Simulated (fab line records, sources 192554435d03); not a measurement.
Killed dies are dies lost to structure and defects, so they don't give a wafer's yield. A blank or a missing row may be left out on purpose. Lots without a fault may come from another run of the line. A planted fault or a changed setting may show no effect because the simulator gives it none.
fab line records | flow n5_finfet
record lots=10 wafers=28 last_day=17
route steps=1938 shown BEOL_M2@878 BEOL_M4@1111 PASSIVATION@1936
lots that met no fault: from a run of the same line without faults
start_h: hours from the record's first day to the start of the lot's first wafer shown | wait_h: hours since the lot's step before | " the same as in the row above | L1.1+2: a row that stands for several wafers | - no value, or no start given | * or withheld: withheld | < > ~ a bound
route shown NAME@n: a module of which the file shows steps, and the number in the route of the first | usual: mean/standard deviation of fault-free wafers | same: alike in all rows | chamber/n: place in a boat | sites: the reading at each site | _std_site: their standard deviation | _edge_site: outer sites' mean less inner sites' | radius_mm: how far each site lies from the wafer's centre | mask NAME#n: copy n | behind: the tool/chamber that last shaped the wafer | hold: why the lot was held/for how many hours/how that ended | device: the transistor (n, p or np) that didn't switch | end of line: the same wafers' tests at the end of the route | a step without rows: its recipe alone | killed: dies lost to structure and defects at the first sort, not the wafer's yield | map: a wafer's dies, x killed, . not, _ none there
set.NAME: the setting as run; set.NAME@STEP: as run at that earlier step | model.NAME: the simulator's own value behind a step, which no gauge read
steps of the route over a sample of lots; a table a step, a row a wafer
services: from which hour (start_h, from the record's first day; less than 0 if before it) a tool's chamber was out of use, for how many hours, and why
## steps
# step N5_BEOL_M2_INSPECT_30
# recipe mode=adi inspect_instrument=brightfield
# usual raw_defect_count=407/91
# columns lot.wafer tool chamber start_h wait_h raw_defect_count
L639.2 defect_inspect-02 - 137.43 0.0 470
L639.3 " - " " 439
L639.4 " - " " 626
L640.1 defect_inspect-01 - 138.17 0.1 353
L640.5 " - " " 289
L644.2 defect_inspect-02 - 162.40 0.0 290
L644.4 " - " " 205
L644.6 " - " " 376
L646.1 defect_inspect-01 - 181.09 0.1 243
L646.2 " - " " 432
L646.5 " - " " 412
L649.3 defect_inspect-02 - 192.46 0.0 514
L649.4 " - " " 446
L650.1 defect_inspect-02 - 199.09 0.1 219
L650.4 " - " " 367
L650.5 " - " " 290
L657.3 defect_inspect-02 - 237.14 0.0 436
L657.4 " - " " 396
L657.5 " - " " 429
L656.1 defect_inspect-02 - 237.40 0.1 385
L656.2 " - " " 573
L656.6 " - " " 536
L659.1 defect_inspect-01 - 252.72 0.1 465
L659.2 " - " " 563
L659.4 " - " " 448
L662.1 defect_inspect-01 - 275.87 0.1 374
L662.2 " - " " 392
L662.6 " - " " 328
# step N5_BEOL_M2_ETCH_69
# recipe chemistry=CF4 target=SiARC target_depth_a=156 mask_material=CAR-EUV time_s=26 ion_energy_ev=80 pressure_mtorr=40 source_w=545 bias_w=36 Ar_flow_sccm=100 cf4_flow_sccm=100 ends=cleared
# usual drypump_motor_current_A=5.7/0.32 etch_rf_on_time_s=25.8/0.97 oes_product_au=0.67/0.068 rf_vpp_V=184.2/1.1 showerhead_plenum_p_Torr=2.16/0.056 throttle_valve_pct=15.59/0.27
# columns lot.wafer tool chamber start_h wait_h drypump_motor_current_A etch_rf_on_time_s oes_product_au rf_hours_counter_h rf_vpp_V showerhead_plenum_p_Torr throttle_valve_pct
L639.2 rie_diel-06 0 137.51 0.0 5.6 27.1 0.72 37 184.8 2.09 15.14
L639.3 " 2 " " 5.7 24.4 0.75 69 184.0 2.18 15.78
L639.4 " 1 " " 5.9 25.4 0.60 235 182.5 2.21 15.94
L640.1 rie_diel-04 3 138.26 0.0 6.2 26.4 0.68 66 181.4 2.08 15.34
L640.5 " 0 " " 6.2 25.6 0.77 - 185.6 2.18 15.25
L644.2 rie_diel-06 1 162.60 0.0 5.9 25.1 0.59 245 185.5 2.21 15.97
L644.4 " 2 " " 5.7 24.1 0.73 - 184.9 2.18 15.81
L644.6 " 1 " " 5.9 25.0 0.60 - 184.3 2.21 15.95
L646.1 rie_diel-06 2 181.18 0.0 5.7 24.5 0.72 85 183.3 2.18 15.82
L646.2 " 1 " " 5.9 25.6 0.58 252 183.4 2.21 15.97
L646.5 " 3 " " 6.1 25.9 0.71 - 184.4 2.16 15.42
L649.3 rie_diel-01 3 192.54 0.0 5.5 26.6 0.71 70 185.3 2.15 15.65
L649.4 " 1 " " 5.6 26.4 0.62 199 185.2 2.21 15.95
L650.1 rie_diel-06 3 199.17 0.0 6.0 26.1 0.70 108 185.4 2.15 15.44
L650.4 " 2 " " 5.6 24.6 0.72 - 185.2 2.17 15.82
L650.5 " 0 " " 5.6 26.9 0.69 - 183.9 2.09 15.20
L657.3 rie_diel-04 3 237.23 0.0 6.2 26.2 0.66 99 183.1 2.07 15.41
L657.4 " 2 " " 5.4 24.6 0.60 214 185.8 2.21 15.49
L657.5 " 0 " " 6.2 24.7 0.74 - 183.4 2.17 15.32
L656.1 rie_diel-04 1 237.49 0.0 5.4 26.7 0.58 230 182.7 2.12 15.64
L656.2 " 2 " " 5.4 24.6 0.61 214 184.9 2.21 15.49
L656.6 " 1 " " 5.4 27.1 0.58 - 183.7 2.12 15.63
L659.1 rie_diel-04 1 253.11 0.0 5.4 27.4 0.58 236 183.1 2.12 15.67
L659.2 " 0 " " 6.2 25.3 0.72 68 184.2 2.17 15.29
L659.4 " 3 " " 6.2 26.7 0.65 106 183.1 2.06 15.42
L662.1 rie_diel-04 3 275.95 0.0 6.1 26.9 0.64 114 181.9 2.06 15.44
L662.2 " 2 " " 5.5 25.1 0.60 229 186.1 2.20 15.54
L662.6 " 0 " " 6.2 25.1 0.71 - 184.1 2.16 15.33
# step N5_BEOL_M2_ETCH_41
# recipe chemistry=CH3F/O2 target=SiCN target_depth_a=299 taper_deg=2 time_s=52.5 ion_energy_ev=120 mask_material=TiN pressure_mtorr=30 source_w=395 bias_w=75 Ar_flow_sccm=150 CH3F_flow_sccm=30 O2_flow_sccm=20
# usual drypump_motor_current_A=5.7/0.34 oes_product_au=0.78/0.077 rf_vpp_V=297.7/1.3 showerhead_plenum_p_Torr=2.02/0.054 throttle_valve_pct=16.28/0.24
# columns lot.wafer tool chamber start_h wait_h drypump_motor_current_A oes_product_au rf_hours_counter_h rf_vpp_V showerhead_plenum_p_Torr throttle_valve_pct
L639.2 rie_diel-06 1 139.41 - 5.9 0.69 235 298.7 2.07 16.67
L639.3 " 2 " " 5.6 0.86 70 296.6 2.04 16.48
L639.4 " 0 " " 5.6 0.85 37 298.7 1.95 15.85
L640.1 rie_diel-04 0 139.69 - 6.2 0.89 30 298.7 2.03 15.92
L640.5 " 2 " " 5.5 0.73 - 298.7 2.07 16.12
L644.2 rie_diel-04 1 164.69 - 5.4 0.70 210 296.4 1.99 16.30
L644.4 " 2 " " 5.5 0.72 191 297.5 2.07 16.14
L644.6 " 0 " " 6.2 0.88 - 298.5 2.03 15.93
L646.1 rie_diel-01 1 186.95 - 5.6 0.72 197 299.1 2.05 16.57
L646.2 " 2 " " 5.8 0.66 246 295.2 1.91 16.95
L646.5 " 3 " " 5.5 0.83 - 297.4 2.01 16.30
L649.3 rie_diel-04 0 194.66 - 6.2 1.10 49 297.2 2.03 15.95
L649.4 " 2 " " 5.5 0.91 201 297.9 2.07 16.15
L650.1 rie_diel-01 2 199.69 - 5.8 0.66 251 295.3 1.91 16.98
L650.4 " 3 " " 5.5 0.84 - 296.9 2.01 16.33
L650.5 " 1 " " 5.5 0.74 - 298.7 2.05 16.58
L657.3 rie_diel-01 2 240.90 - 5.9 0.92 10 299.4 2.16 16.56
L657.4 " 0 " " 5.1 0.84 56 297.2 2.02 16.15
L657.5 " 1 " " 5.6 0.71 - 298.1 2.04 16.60
L656.1 rie_diel-01 3 241.33 - 5.6 0.81 89 300.0 2.00 16.34
L656.2 " 2 " " 5.8 0.93 10 300.9 2.16 16.54
L656.6 " 1 " " 5.6 0.71 - 298.8 2.04 16.59
L659.1 rie_diel-01 3 258.15 - 5.5 0.80 96 297.9 2.00 16.38
L659.2 " 1 " " 5.5 0.72 225 299.0 2.04 16.62
L659.4 " 2 " " 5.8 0.90 16 300.3 2.16 16.56
L662.1 rie_diel-04 1 281.09 - 5.4 0.67 246 295.2 1.98 16.36
L662.2 " 3 " " 6.1 0.75 116 296.5 1.95 16.32
L662.6 " 1 " " 5.4 0.67 - 297.0 1.98 16.37
# step N5_BEOL_M2_OCD_MEAS_38
# usual trench_depth_nm=55.4/1.4
# columns lot.wafer tool chamber start_h wait_h trench_depth_nm
L639.2 ocd-01 - 139.54 - 55.9
L639.3 " - " " 57.6
L639.4 " - " " 54.0
L640.1 ocd-02 - 139.82 - 56.4
L640.5 " - " " 56.2
L644.2 ocd-01 - 164.82 - 54.8
L644.4 " - " " 57.8
L644.6 " - " " 57.6
L646.1 ocd-01 - 187.07 - 54.8
L646.2 " - " " 53.1
L646.5 " - " " 54.7
L649.3 ocd-01 - 194.78 - 57.7
L649.4 " - " " 57.4
L650.1 ocd-02 - 199.82 - 53.9
L650.4 " - " " 55.0
L650.5 " - " " 55.4
L657.3 ocd-02 - 241.02 - 54.8
L657.4 " - " " 57.0
L657.5 " - " " 54.8
L656.1 ocd-02 - 241.46 - 54.2
L656.2 " - " " 54.1
L656.6 " - " " 54.4
L659.1 ocd-01 - 258.27 - 54.5
L659.2 " - " " 54.1
L659.4 " - " " 53.4
L662.1 ocd-02 - 281.21 - 53.7
L662.2 " - " " 54.5
L662.6 " - " " 54.5
# step N5_BEOL_M4_RC_MEAS_101
# usual DIBL_N=36.0/2.2 DIBL_P=35.9/2.6 IOFF_N=0.16/0.038 IOFF_P=0.21/0.042 ION_N=675/15 ION_P=463/10 SS_N=71.5/0.62 SS_P=73.2/0.76 VT_N=250/4.1 VT_P=-251/3.6
# columns lot.wafer tool chamber start_h wait_h DIBL_N[mV/V] DIBL_P[mV/V] IOFF_N[nA/um] IOFF_P[nA/um] ION_N[uA/um] ION_P[uA/um] SS_N[mV/dec] SS_P[mV/dec] VT_N[mV] VT_P[mV]
L639.2 prober-01 0 164.69 0.2 35.0 34.6 0.13 0.20 672 464 71.2 72.7 250 -250
L639.3 " 0 " " 32.8 32.3 0.11 0.17 658 457 70.6 72.4 256 -251
L639.4 " 0 " " 33.8 32.1 0.12 0.16 665 461 71.6 72.1 254 -251
L640.1 prober-01 0 168.74 0.0 37.3 37.3 0.17 0.21 674 461 71.5 73.2 251 -254
L640.5 " 0 " " 35.4 35.0 0.14 0.19 667 454 71.6 72.4 251 -253
L644.2 prober-01 0 195.36 0.2 38.7 39.3 0.21 0.26 690 471 72.2 74.5 245 -249
L644.4 " 0 " " 36.1 35.5 0.16 0.19 675 459 72.4 73.7 249 -251
L644.6 " 0 " " 33.1 32.3 0.12 0.16 662 452 71.2 72.1 252 -253
L646.1 prober-01 0 214.28 0.0 36.5 35.6 0.15 0.20 672 462 71.5 73.3 249 -249
L646.2 " 0 " " 34.2 34.0 0.13 0.19 682 473 70.9 72.4 253 -250
L646.5 " 0 " " 35.0 34.3 0.13 0.19 673 465 70.7 72.6 251 -249
L649.3 prober-01 0 227.78 0.3 32.1 32.0 0.11 0.13 679 457 70.8 71.7 251 -258
L649.4 " 0 " " 37.1 37.1 0.16 0.19 687 463 72.5 72.6 250 -254
L650.1 prober-01 0 230.50 0.0 38.5 36.9 0.16 0.26 684 475 71.2 73.7 248 -247
L650.4 " 0 " " 32.9 30.5 0.09 0.17 639 447 70.3 72.9 257 -250
L650.5 " 0 " " 37.7 36.0 0.16 0.25 674 474 71.4 73.6 248 -245
L657.3 prober-02 0 264.25 0.3 38.2 34.2 0.15 0.19 658 452 71.8 73.3 253 -253
L657.4 " 0 " " 38.3 37.3 0.17 0.23 691 473 71.6 73.5 245 -251
L657.5 " 0 " " 37.3 36.2 0.16 0.22 687 474 71.0 73.4 248 -249
L656.1 prober-02 0 266.93 0.0 37.0 38.5 0.17 0.24 661 456 72.0 73.5 246 -249
L656.2 " 0 " " 37.4 38.1 0.20 0.23 697 478 71.2 73.8 243 -251
L656.6 " 0 " " 36.6 36.9 0.17 0.22 686 464 70.7 72.4 248 -250
L659.1 prober-02 0 293.57 0.0 38.0 39.0 0.20 0.25 685 465 72.1 74.5 248 -251
L659.2 " 0 " " 34.9 35.5 0.15 0.19 689 469 71.6 73.0 250 -250
L659.4 " 0 " " 34.1 34.3 0.13 0.18 664 458 71.3 73.1 253 -254
L662.1 prober-02 0 306.35 0.0 36.0 37.0 0.18 0.25 684 464 71.0 73.4 245 -248
L662.2 " 0 " " 35.7 36.7 0.18 0.25 693 475 71.2 73.6 244 -245
L662.6 " 0 " " 35.6 37.8 0.19 0.28 700 491 71.5 74.2 245 -245
# step N5_PASSIVATION_PROBE_49
# usual defect_limited_yield=91.4/1.6 killed_at_M0_to_M3=35/10 killed_at_M4_up=12/4.7 killed_at_contacts=12/5.8 killed_at_front_end=38/12 killed_at_other=4/3.2 killed_dies=102/18 killed_on_rim=13/4.2 killed_open=68/14 killed_short=32/8 sort_bin_5_function=5.1/0.96 sort_bin_6_memory=3.2/0.77 sort_bin_8_speed=0.1/0.39 sort_n_pass=1078/20 sort_yield_pct=91.3/1.7
# same gross_dies=1180 killed_at_back_side=0 sort_bin_4_leakage[%]=0
# columns lot.wafer tool chamber start_h wait_h defect_limited_yield[%] killed_at_M0_to_M3 killed_at_M4_up killed_at_contacts killed_at_front_end killed_at_other killed_dies killed_on_rim killed_open killed_short sort_bin_5_function[%] sort_bin_6_memory[%] sort_bin_8_speed[%] sort_n_pass sort_yield_pct[%]
L639.2 prober-01 - 264.12 0.1 92.4 37 7 6 35 5 90 10 67 22 4.3 3.2 0 1090 92.4
L639.3 prober-01 - 264.17 0.1 94.2 22 5 2 35 4 68 9 40 28 3.5 2.1 0 1112 94.2
L639.4 prober-01 - 264.22 0.2 92.1 34 14 16 28 1 93 10 66 26 4.4 3.3 0 1087 92.1
L649.3 prober-02 - 337.05 0.1 92.7 36 10 5 31 4 86 8 48 36 5.2 1.9 0 1094 92.7
L649.4 prober-02 - 337.10 0.2 91.0 40 17 6 40 3 106 16 70 34 4.4 4.1 0 1074 91.0
L657.3 prober-01 - 371.09 0.1 90.2 32 7 32 41 4 116 16 83 30 6.4 3.3 0 1064 90.2
L657.4 prober-01 - 371.14 0.2 93.1 31 16 15 15 5 82 9 63 17 4.9 2.0 0 1098 93.1
L657.5 prober-01 - 371.19 0.2 91.3 28 21 18 31 5 103 18 75 28 4.9 3.4 0 1077 91.3
L656.1 prober-01 - 373.94 0.0 89.0 53 1 4 69 3 130 24 89 41 5.8 4.9 0 1050 89.0
L656.2 prober-01 - 373.99 0.1 91.2 33 7 12 47 5 104 10 81 23 5.1 3.5 0 1076 91.2
L656.6 prober-01 - 374.19 0.3 89.9 40 14 12 51 2 119 14 84 35 5.7 4.2 0 1061 89.9
# killed by level:class
L639.2 STI_FIN_REVEAL:geometric_particle:open=11 BEOL_M0_SAQP:geometric_particle:open=9 BEOL_M2:geometric_particle:open=8 DUMMY_GATE:geometric_particle:open=8 BEOL_M1:geometric_particle:open=8 FIN_SAQP:geometric_particle:open=5 MOL_CONTACT_COAG:geometric_particle:open=5 BEOL_M0_SAQP:geometric_particle:short=5
L639.3 STI_FIN_REVEAL:geometric_particle:open=10 FIN_SAQP:geometric_particle:short=8 BEOL_M0_SAQP:geometric_particle:short=5 DUMMY_GATE:geometric_particle:open=4 BEOL_M2:geometric_particle:open=4 FIN_SAQP:geometric_particle:open=3 BEOL_M1:geometric_particle:open=3 STARTING-WAFER:geometric_particle:short=3
L639.4 MOL_CONTACT_COAG:geometric_particle:open=12 STI_FIN_REVEAL:geometric_particle:open=10 BEOL_M2:geometric_particle:open=9 BEOL_M0_SAQP:geometric_particle:open=7 BEOL_M4:geometric_particle:open=5 MOL_CONTACT_COAG:geometric_particle:short=4 BEOL_M0_SAQP:geometric_particle:short=4 BEOL_M1:geometric_particle:open=4
L649.3 BEOL_M0_SAQP:geometric_particle:short=11 BEOL_M1:geometric_particle:open=8 BEOL_M0_SAQP:geometric_particle:open=8 FIN_SAQP:geometric_particle:short=4 DUMMY_GATE:geometric_particle:open=4 GATE_CUT:geometric_particle:short=4 MOL_CONTACT_COAG:geometric_particle:open=4 BEOL_M4:geometric_particle:open=4
L649.4 BEOL_M0_SAQP:geometric_particle:open=12 BEOL_M4:geometric_particle:open=11 BEOL_M1:geometric_particle:open=9 DUMMY_GATE:geometric_particle:open=6 BEOL_M0_SAQP:geometric_particle:short=6 BEOL_M3:geometric_particle:open=6 FIN_SAQP:geometric_particle:short=5 FIN_SAQP:geometric_particle:open=5
L657.3 MOL_CONTACT_COAG:geometric_particle:open=25 STI_FIN_REVEAL:geometric_particle:open=15 BEOL_M3:geometric_particle:open=8 BEOL_M3:geometric_particle:short=7 BEOL_M0_SAQP:geometric_particle:open=6 MOL_CONTACT_COAG:geometric_particle:short=5 FIN_SAQP:geometric_particle:short=4 DUMMY_GATE:geometric_particle:open=4
L657.4 MOL_CONTACT_COAG:geometric_particle:open=11 BEOL_M3:geometric_particle:open=10 BEOL_M0_SAQP:geometric_particle:open=7 BEOL_M2:geometric_particle:open=6 BEOL_M8:geometric_particle:open=5 GATE_CUT:geometric_particle:open=3 MOL_CONTACT_COAG:geometric_particle:short=3 BEOL_M3:geometric_particle:short=3
L657.5 MOL_CONTACT_COAG:geometric_particle:open=18 BEOL_M0_SAQP:geometric_particle:open=11 STI_FIN_REVEAL:geometric_particle:open=11 BEOL_M0_SAQP:geometric_particle:short=6 BEOL_M3:geometric_particle:open=6 BEOL_M4:geometric_particle:open=6 FIN_SAQP:geometric_particle:open=4 FIN_SAQP:geometric_particle:short=4
L656.1 STI_FIN_REVEAL:geometric_particle:open=22 FIN_SAQP:geometric_particle:open=21 BEOL_M0_SAQP:geometric_particle:short=10 BEOL_M3:geometric_particle:open=10 BEOL_M1:geometric_particle:open=9 BEOL_M0_SAQP:geometric_particle:open=8 FIN_SAQP:geometric_particle:short=7 STARTING-WAFER:geometric_particle:open=7
L656.2 FIN_SAQP:geometric_particle:open=22 BEOL_M0_SAQP:geometric_particle:open=11 MOL_CONTACT_COAG:geometric_particle:open=9 FIN_SAQP:geometric_particle:short=9 BEOL_M2:geometric_particle:open=6 BEOL_M0_SAQP:geometric_particle:short=5 BEOL_M1:geometric_particle:open=5 BEOL_M3:geometric_particle:open=5
L656.6 FIN_SAQP:geometric_particle:open=16 STI_FIN_REVEAL:geometric_particle:open=11 MOL_CONTACT_COAG:geometric_particle:open=11 BEOL_M3:geometric_particle:open=6 BEOL_M1:geometric_particle:open=6 BEOL_M0:geometric_particle:open=5 BEOL_M2:geometric_particle:open=5 BEOL_M4:geometric_particle:open=4
## services
# columns tool chamber start_h hours kind
rie_diel-06 0 155.65 13.1 repair
rie_diel-01 1 173.91 5.0 repair
rie_diel-06 1 187.11 16.2 repair
rie_diel-01 2 201.16 - clean
rie_diel-01 2 201.16 - consumable_replace:focus_ring
rie_diel-01 2 201.16 - consumable_replace:showerhead
rie_diel-01 2 201.16 13.0 scheduled_down
rie_diel-01 2 201.16 13.0 vent_cycle
rie_diel-04 1 204.77 9.1 repair
rie_diel-06 3 242.09 1.5 repair
rie_diel-06 0 242.48 1.3 repair
rie_diel-04 0 276.72 15.8 repair
## key
first_sign step=N5_BEOL_M2_ETCH_41 reading=oes_product_au direction=up sigmas=2.9 usual=0.78 struck=1.00
effect none on later readings
met_at N5_BEOL_M2_ETCH_41
struck_lots L649
struck_wafers L649.3,L649.4
not_acting_at N5_BEOL_M2_INSPECT_30,N5_BEOL_M2_ETCH_69,N5_BEOL_M2_OCD_MEAS_38
onset_between 164.69 194.66
fault kind=process_parameter_drift tool=rie_diel-04 chamber=- onset_h=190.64 steps=N5_BEOL_M2_ETCH_41 channel=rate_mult offset=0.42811 shape=step end_h=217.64 scope=struck_wafers_only
